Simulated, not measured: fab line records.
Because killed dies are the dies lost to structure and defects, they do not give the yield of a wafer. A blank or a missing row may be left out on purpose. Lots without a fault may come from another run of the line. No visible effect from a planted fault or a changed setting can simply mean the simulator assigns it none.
fab line records | flow n5_finfet
record lots=6 | wafers=18 | last_day=18
route steps=1938 shown BEOL_M8@1380 PASSIVATION@1936
lots with no fault: from the same line, run without faults
start_h: hours from the record's first day to the start of the lot's first wafer shown | wait_h: how many hours have passed since the lot's step before this one | " repeats the value in the row above | L1.1+2: a single row standing in for several wafers | - no value present, or no start provided | * or withheld: withheld | < > ~ a bound
route shown NAME@n: a module of which the file shows steps, and the number in the route of the first | usual: mean/standard deviation of fault-free wafers | same: alike in all rows | chamber/n: place in a boat | sites: the reading at each site | _std_site: the standard deviation of these | _edge_site: mean of outer sites minus mean of inner sites | radius_mm: how far each site lies from the wafer's centre | mask NAME#n: copy n | behind: the tool/chamber that last shaped the wafer | hold: reason for holding the lot/hours on hold/outcome of the hold | device: the transistor (n, p or np) that didn't switch | end of line: the route-end tests of the same wafers | a step with no rows: only its recipe | killed: dies that structure and defects cost at the first sort, which is not the same as the wafer's yield | map: dies across one wafer; x = killed, . = not, _ = none there
set.NAME: the run value of the setting; set.NAME@STEP: its run value at that earlier step | model.NAME: the simulator's own value behind a step, which no gauge read
lots at selected steps of the route; one table per step, one row per wafer
services: from which hour (start_h, from the record's first day; less than 0 if before it) a tool's chamber was out of use, for how many hours, and why
## steps
# step N5_BEOL_M8_OCD_MEAS_38
# usual trench_depth_nm=93.1/2.4
lot.wafer | tool   | chamber | start_h | wait_h | trench_depth_nm
L908.1    | ocd-01 | -       | 192.92  | -      | 92.7
L908.3    | "      | -       | "       | "      | 90.2
L908.5    | "      | -       | "       | "      | 90.2
L915.1    | ocd-02 | -       | 250.68  | -      | 92.4
L915.2    | "      | -       | "       | "      | 99.3
L915.5    | "      | -       | "       | "      | 93.1
L919.1    | ocd-02 | -       | 271.97  | -      | 93.0
L919.4    | "      | -       | "       | "      | 89.9
L919.6    | "      | -       | "       | "      | 94.6
L927.1    | ocd-02 | -       | 337.07  | -      | 91.4
L927.3    | "      | -       | "       | "      | 89.4
L927.6    | "      | -       | "       | "      | 88.1
L928.1    | ocd-02 | -       | 345.23  | -      | 93.1
L928.2    | "      | -       | "       | "      | 94.5
L928.4    | "      | -       | "       | "      | 89.5
L929.2    | ocd-01 | -       | 354.17  | -      | 91.4
L929.3    | "      | -       | "       | "      | 92.5
L929.6    | "      | -       | "       | "      | 93.8
# step N5_BEOL_M8_HM_STRIP_39
# recipe chemistry=peroxide_tin_strip | material=TiN | target_depth_a=250 | temp_c=50 | time_s=158
# step N5_BEOL_M8_SRD_40
# recipe time_s=30 | temp_c=23 | rinse_liquid=diw | dry=ipa_marangoni
# step N5_BEOL_M8_PRECLEAN_42
# recipe chemistry=residue_remover | time_s=60 | temp_c=40
# step N5_BEOL_M8_SRD_43
# recipe time_s=30 | temp_c=23 | rinse_liquid=diw | dry=ipa_marangoni
# step N5_BEOL_M8_CD_MEAS_35
# recipe target_cd_nm=40 | polarity=opening
# usual cd_nm=40.3/0.73
lot.wafer | tool      | chamber | start_h | wait_h | cd_nm
L908.1    | cd_sem-03 | -       | 193.07  | 0.0    | 40.1
L908.3    | "         | -       | "       | "      | 39.1
L908.5    | "         | -       | "       | "      | 39.8
L915.1    | cd_sem-01 | -       | 250.83  | 0.0    | 40.3
L915.2    | "         | -       | "       | "      | 40.4
L915.5    | "         | -       | "       | "      | 39.6
L919.1    | cd_sem-03 | -       | 272.12  | 0.0    | 40.4
L919.4    | "         | -       | "       | "      | 41.4
L919.6    | "         | -       | "       | "      | 41.3
L927.1    | cd_sem-02 | -       | 337.23  | 0.0    | 40.4
L927.3    | "         | -       | "       | "      | 39.1
L927.6    | "         | -       | "       | "      | 39.8
L928.1    | cd_sem-01 | -       | 345.38  | 0.0    | 40.6
L928.2    | "         | -       | "       | "      | 40.1
L928.4    | "         | -       | "       | "      | 39.9
L929.2    | cd_sem-03 | -       | 354.33  | 0.0    | 39.9
L929.3    | "         | -       | "       | "      | 40.9
L929.6    | "         | -       | "       | "      | 40.3
# step N5_BEOL_M8_CURE_75
# recipe temp_c=370 | time_s=120 | ambient=DMADMS/He | material=SiCOH_lowk
# usual lamp_power_pct=52.31/0.061 | wafer_temp_C_max=371.8/0.57
lot.wafer | tool       | chamber | start_h | wait_h | lamp_power_pct | wafer_temp_C_max
L908.1    | uv_cure-01 | 0       | 193.11  | 0.0    | 52.28          | 371.5
L908.3    | "          | 0       | "       | "      | 52.33          | 371.9
L908.5    | "          | 0       | "       | "      | 52.26          | 371.6
L915.1    | uv_cure-02 | 0       | 250.88  | 0.0    | 52.31          | 372.7
L915.2    | "          | 0       | "       | "      | 52.41          | 372.2
L915.5    | "          | 0       | "       | "      | 52.32          | 372.0
L919.1    | uv_cure-03 | 2       | 272.17  | 0.0    | 52.35          | 371.6
L919.4    | "          | 2       | "       | "      | 52.49          | 371.7
L919.6    | "          | 2       | "       | "      | 52.23          | 371.6
L927.1    | uv_cure-03 | 1       | 337.27  | 0.0    | 52.28          | 371.3
L927.3    | "          | 1       | "       | "      | 52.25          | 371.6
L927.6    | "          | 1       | "       | "      | 52.25          | 371.7
L928.1    | uv_cure-03 | 0       | 345.42  | 0.0    | 52.29          | 371.0
L928.2    | "          | 0       | "       | "      | 52.21          | 370.9
L928.4    | "          | 0       | "       | "      | 52.40          | 371.1
L929.2    | uv_cure-02 | 2       | 354.42  | 0.1    | 52.28          | 372.2
L929.3    | "          | 2       | "       | "      | 52.31          | 372.9
L929.6    | "          | 2       | "       | "      | 52.24          | 372.9
# step N5_BEOL_M8_DEGAS_44
# recipe ambient=vacuum | temp_c=250 | time_s=60
# usual heater_power_w=331/29
lot.wafer | tool           | chamber | start_h | wait_h | heater_power_w
L908.1    | pvd_sputter-03 | -       | 193.84  | 0.7    | 312
L908.3    | "              | -       | "       | "      | 357
L908.5    | "              | -       | "       | "      | 300
L915.1    | pvd_sputter-01 | -       | 251.81  | 0.9    | 285
L915.2    | "              | -       | "       | "      | 294
L915.5    | "              | -       | "       | "      | 274
L919.1    | pvd_sputter-03 | -       | 272.96  | 0.7    | 337
L919.4    | "              | -       | "       | "      | 315
L919.6    | "              | -       | "       | "      | 298
L927.1    | pvd_sputter-02 | -       | 338.24  | 0.9    | 391
L927.3    | "              | -       | "       | "      | 320
L927.6    | "              | -       | "       | "      | 386
L928.1    | pvd_sputter-01 | -       | 345.82  | 0.3    | 295
L928.2    | "              | -       | "       | "      | 332
L928.4    | "              | -       | "       | "      | 281
L929.2    | pvd_sputter-02 | -       | 355.19  | 0.7    | 334
L929.3    | "              | -       | "       | "      | 323
L929.6    | "              | -       | "       | "      | 355
# step N5_BEOL_M8_PRE_CLEAN_45
# recipe gas=H2/He | time_s=30 | temp_c=250
# usual heater_power_w=331/29
lot.wafer | tool           | chamber | start_h | wait_h | heater_power_w
L908.1    | pvd_sputter-03 | -       | 193.88  | 0.0    | 309
L908.3    | "              | -       | "       | "      | 356
L908.5    | "              | -       | "       | "      | 300
L915.1    | pvd_sputter-01 | -       | 251.85  | 0.0    | 280
L915.2    | "              | -       | "       | "      | 306
L915.5    | "              | -       | "       | "      | 281
L919.1    | pvd_sputter-03 | -       | 273.04  | 0.0    | 345
L919.4    | "              | -       | "       | "      | 306
L919.6    | "              | -       | "       | "      | 308
L927.1    | pvd_sputter-02 | -       | 338.28  | 0.0    | 386
L927.3    | "              | -       | "       | "      | 324
L927.6    | "              | -       | "       | "      | 387
L928.1    | pvd_sputter-01 | -       | 345.86  | 0.0    | 303
L928.2    | "              | -       | "       | "      | 324
L928.4    | "              | -       | "       | "      | 274
L929.2    | pvd_sputter-02 | -       | 355.23  | 0.0    | 334
L929.3    | "              | -       | "       | "      | 329
L929.6    | "              | -       | "       | "      | 351
# step N5_BEOL_M8_ALD_77
# recipe material=TaN | target_thk_a=20 | temp_c=275 | ald_precursor_family=PDMAT | ald_co_reactant=NH3 | pressure_torr=3 | carrier_flow_sccm=1500 | pulse_time_s=2 | purge_time_s=3 | co_reactant_purge_time_s=2 | co_reactant_pulse_time_s=3 | ald_cycles=40 | precursor_vessel_temp_c=75 | precursor_vessel_pressure_torr=26.25 | precursor_vessel_carrier_sccm=1000
# usual heater_power_w=432/56 | precursor_vessel_temp_c=75.00/0.12
# same purge_time_s=3
lot.wafer | tool         | chamber | start_h | wait_h | heater_power_w | precursor_vessel_temp_c | since_wet_clean_h
L908.1    | ald_metal-02 | 1       | 193.94  | 0.0    | 464            | 75.07                   | 2934
L908.3    | "            | 0       | "       | "      | 454            | 74.99                   | 2934
L908.5    | "            | 3       | "       | "      | 350            | 74.94                   | -
L915.1    | ald_metal-02 | 2       | 251.97  | 0.1    | 359            | 75.15                   | 2992
L915.2    | "            | 3       | "       | "      | 360            | 75.06                   | 2992
L915.5    | "            | 1       | "       | "      | 476            | 74.92                   | -
L919.1    | ald_metal-03 | 1       | 273.37  | 0.3    | 509            | 74.79                   | 4552
L919.4    | "            | 2       | "       | "      | 431            | 74.94                   | 4552
L919.6    | "            | 3       | "       | "      | 478            | 74.88                   | -
L927.1    | ald_metal-02 | 0       | 338.34  | 0.0    | 448            | 74.91                   | 3078
L927.3    | "            | 2       | "       | "      | 362            | 74.89                   | 3078
L927.6    | "            | 3       | "       | "      | 362            | 75.07                   | -
L928.1    | ald_metal-02 | 0       | 345.94  | 0.1    | 459            | 74.80                   | 3086
L928.2    | "            | 2       | "       | "      | 352            | 75.01                   | 3086
L928.4    | "            | 1       | "       | "      | 455            | 74.90                   | 3086
L929.2    | ald_metal-03 | 0       | 355.29  | 0.0    | 347            | 74.71                   | 4634
L929.3    | "            | 1       | "       | "      | 500            | 75.07                   | 4634
L929.6    | "            | 0       | "       | "      | 340            | 74.75                   | -
# step N5_BEOL_M8_SURFACE_TREAT_79
# recipe gas=Ar | time_s=* | ion_energy_ev=* | ion_current_ma_cm2=0.5 | pressure_mtorr=* | ar_flow_sccm=30
# usual ar_flow_sccm=30.00/0.088 | throttle_valve_pct=*
lot.wafer | tool           | chamber | start_h | wait_h | ar_flow_sccm | throttle_valve_pct
L908.1    | pvd_sputter-03 | -       | 194.28  | 0.2    | 30.06        | *
L908.3    | "              | -       | "       | "      | 29.94        | *
L908.5    | "              | -       | "       | "      | 30.09        | *
L915.1    | pvd_sputter-01 | -       | 252.37  | 0.3    | 29.89        | *
L915.2    | "              | -       | "       | "      | 29.95        | *
L915.5    | "              | -       | "       | "      | 29.91        | *
L919.1    | pvd_sputter-01 | -       | 277.18  | 3.7    | 29.97        | *
L919.4    | "              | -       | "       | "      | 29.93        | *
L919.6    | "              | -       | "       | "      | 30.03        | *
L927.1    | pvd_sputter-01 | -       | 338.91  | 0.4    | 29.99        | *
L927.3    | "              | -       | "       | "      | 30.12        | *
L927.6    | "              | -       | "       | "      | 29.88        | *
L928.1    | pvd_sputter-01 | -       | 346.30  | 0.2    | 30.12        | *
L928.2    | "              | -       | "       | "      | 29.92        | *
L928.4    | "              | -       | "       | "      | 29.95        | *
L929.2    | pvd_sputter-02 | -       | 355.61  | 0.2    | 29.90        | *
L929.3    | "              | -       | "       | "      | 29.90        | *
L929.6    | "              | -       | "       | "      | 30.13        | *
# step N5_BEOL_M8_CVD_78
# recipe material=Co | target_thk_a=20 | temp_c=withheld | precursor=CCTBA/H2 | pressure_torr=30 | time_s=142.3
# step N5_BEOL_M8_SPUTTER_48
# recipe material=Cu | target_thk_a=100 | temp_c=-20 | bias_v=60 | power_w=26000 | chamber_pressure_pa=0.13 | time_s=1.667
# usual cathode_dc_power_W=26001/4.3 | chuck_gas_flow_sccm=1.27/0.06 | throttle_valve_pct=29.9/1
lot.wafer | tool           | chamber | start_h | wait_h | cathode_dc_power_W | chuck_gas_flow_sccm | throttle_valve_pct
L908.1    | pvd_sputter-03 | -       | 194.82  | 0.2    | 26006              | 1.38                | 28.9
L908.3    | "              | -       | "       | "      | 26000              | 1.27                | 31.2
L908.5    | "              | -       | "       | "      | 26008              | 1.13                | 31.7
L915.1    | pvd_sputter-03 | -       | 252.72  | 0.2    | 25996              | 1.22                | 30.6
L915.2    | "              | -       | "       | "      | 26005              | 1.25                | 31.3
L915.5    | "              | -       | "       | "      | 25995              | 1.21                | 31.3
L919.1    | pvd_sputter-01 | -       | 277.74  | 0.2    | 26003              | 1.35                | 29.3
L919.4    | "              | -       | "       | "      | 26001              | 1.43                | 30.3
L919.6    | "              | -       | "       | "      | 26001              | 1.34                | 29.0
L927.1    | pvd_sputter-03 | -       | 339.13  | 0.1    | 24500              | 1.27                | 28.7
L927.3    | "              | -       | "       | "      | 24513              | 1.23                | 31.0
L927.6    | "              | -       | "       | "      | 24505              | 1.23                | 31.3
L928.1    | pvd_sputter-03 | -       | 346.70  | 0.1    | 24517              | 1.24                | 30.8
L928.2    | "              | -       | "       | "      | 24500              | 1.32                | 29.1
L928.4    | "              | -       | "       | "      | 24498              | 1.15                | 31.2
L929.2    | pvd_sputter-02 | -       | 356.03  | 0.1    | 26002              | 1.19                | 27.8
L929.3    | "              | -       | "       | "      | 25995              | 1.26                | 28.4
L929.6    | "              | -       | "       | "      | 25998              | 1.36                | 31.3
# step N5_BEOL_M8_ECD_50
# recipe material=Cu | target_thk_a=3000
# step N5_PASSIVATION_PROBE_49
# usual defect_limited_yield=91.1/1.5 | killed_at_M0_to_M3=37/11 | killed_at_M4_up=13/5.6 | killed_at_contacts=12/5.6 | killed_at_front_end=39/11 | killed_at_other=4/3.1 | killed_dies=105/18 | killed_open=69/13 | killed_short=35/7.4 | sort_bin_5_function=5.1/0.92 | sort_bin_6_memory=3.4/0.76 | sort_bin_8_speed=0.02/0.11 | sort_n_pass=1075/18 | sort_yield_pct=91.1/1.5
# same gross_dies=1180 | killed_at_back_side=0 | sort_bin_4_leakage[%]=0
lot.wafer | tool      | chamber | start_h | wait_h | defect_limited_yield[%] | killed_at_M0_to_M3 | killed_at_M4_up | killed_at_contacts | killed_at_front_end | killed_at_other | killed_dies | killed_open | killed_short | sort_bin_5_function[%] | sort_bin_6_memory[%] | sort_bin_8_speed[%] | sort_n_pass | sort_yield_pct[%]
L915.1    | prober-02 | -       | 324.41  | 0.0    | 89.8                    | 49                 | 17              | 8                  | 40                  | 6               | 120         | 81          | 36           | 6.0                    | 4.0                  | 0                   | 1060        | 89.8
L919.1    | prober-01 | -       | 344.19  | 0.0    | 93.5                    | 30                 | 6               | 3                  | 24                  | 14              | 77          | 44          | 32           | 3.8                    | 2.5                  | 0                   | 1103        | 93.5
L919.4    | prober-01 | -       | 344.34  | 0.2    | 93.1                    | 34                 | 3               | 14                 | 25                  | 5               | 81          | 55          | 24           | 3.5                    | 3.2                  | 0                   | 1099        | 93.1
L919.6    | prober-01 | -       | 344.44  | 0.3    | 94.2                    | 28                 | 8               | 4                  | 26                  | 3               | 69          | 43          | 24           | 3.6                    | 2.1                  | 0                   | 1111        | 94.2
# killed by level:class
L915.1 BEOL_M0_SAQP:geometric_particle:short=20 STI_FIN_REVEAL:geometric_particle:open=11 BEOL_M0_SAQP:geometric_particle:open=11 MOL_CONTACT_COAG:geometric_particle:open=8 BEOL_M3:geometric_particle:open=8 BEOL_M4:geometric_particle:open=7 DUMMY_GATE:geometric_particle:open=5 BEOL_M1:geometric_particle:open=5
L919.1 BEOL_M2:geometric_particle:open=14 PASS1_CAP:geometric_particle:short=8 GATE_CUT:geometric_particle:short=5 BEOL_M3:geometric_particle:open=5 GATE_CUT:geometric_particle:open=4 BEOL_M0_SAQP:geometric_particle:open=4 ILD0:geometric_particle:short=3 MOL_CONTACT_COAG:geometric_particle:open=3
L919.4 MOL_CONTACT_COAG:geometric_particle:open=11 BEOL_M2:geometric_particle:open=11 BEOL_M1:geometric_particle:open=7 DUMMY_GATE:geometric_particle:open=6 BEOL_M0_SAQP:geometric_particle:short=5 FIN_SAQP:geometric_particle:short=4 GATE_CUT:geometric_particle:short=4 STI_FIN_REVEAL:geometric_particle:open=3
L919.6 BEOL_M0_SAQP:geometric_particle:open=6 BEOL_M2:geometric_particle:open=6 STARTING-WAFER:geometric_particle:short=5 ILD0:geometric_particle:short=4 GATE_CUT:geometric_particle:short=4 MOL_CONTACT_COAG:geometric_particle:open=4 BEOL_M0_SAQP:geometric_particle:short=4 BEOL_M0:geometric_particle:open=4
## services
tool           | chamber | start_h | hours | kind
uv_cure-02     | -       | 172.99  | 1.0   | pm
uv_cure-03     | -       | 192.98  | 0.3   | repair
ald_metal-03   | -       | 195.59  | 0.6   | repair
ald_metal-03   | -       | 203.08  | 0.5   | repair
uv_cure-03     | -       | 208.83  | 2.1   | pm
uv_cure-01     | -       | 249.66  | 0.5   | repair
uv_cure-01     | -       | 250.81  | 0.8   | repair
uv_cure-03     | -       | 264.08  | 1.0   | pm
uv_cure-01     | -       | 276.86  | 1.2   | repair
uv_cure-01     | -       | 292.76  | 14.6  | pm
pvd_sputter-02 | -       | 311.06  | 2.8   | repair
uv_cure-03     | -       | 323.29  | 7.1   | pm
uv_cure-01     | -       | 346.62  | 11.6  | repair
pvd_sputter-03 | -       | 348.61  | 9.2   | repair
## key
first_sign step=N5_BEOL_M8_SPUTTER_48 | reading=cathode_dc_power_W | direction=down | sigmas=99+ | usual=* | struck=*
effect none on later readings
met_at N5_BEOL_M8_SPUTTER_48
struck_wafers L927.1,L927.3,L927.6,L928.1,L928.2,L928.4
onset_between 252.72 339.13
fault kind=process_parameter_drift | tool=pvd_sputter-03 | chamber=- | onset_h=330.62 | steps=N5_BEOL_M8_SPUTTER_48 | channel=power_w | offset=* | shape=step | end_h=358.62 | acts_in=* | stated=*
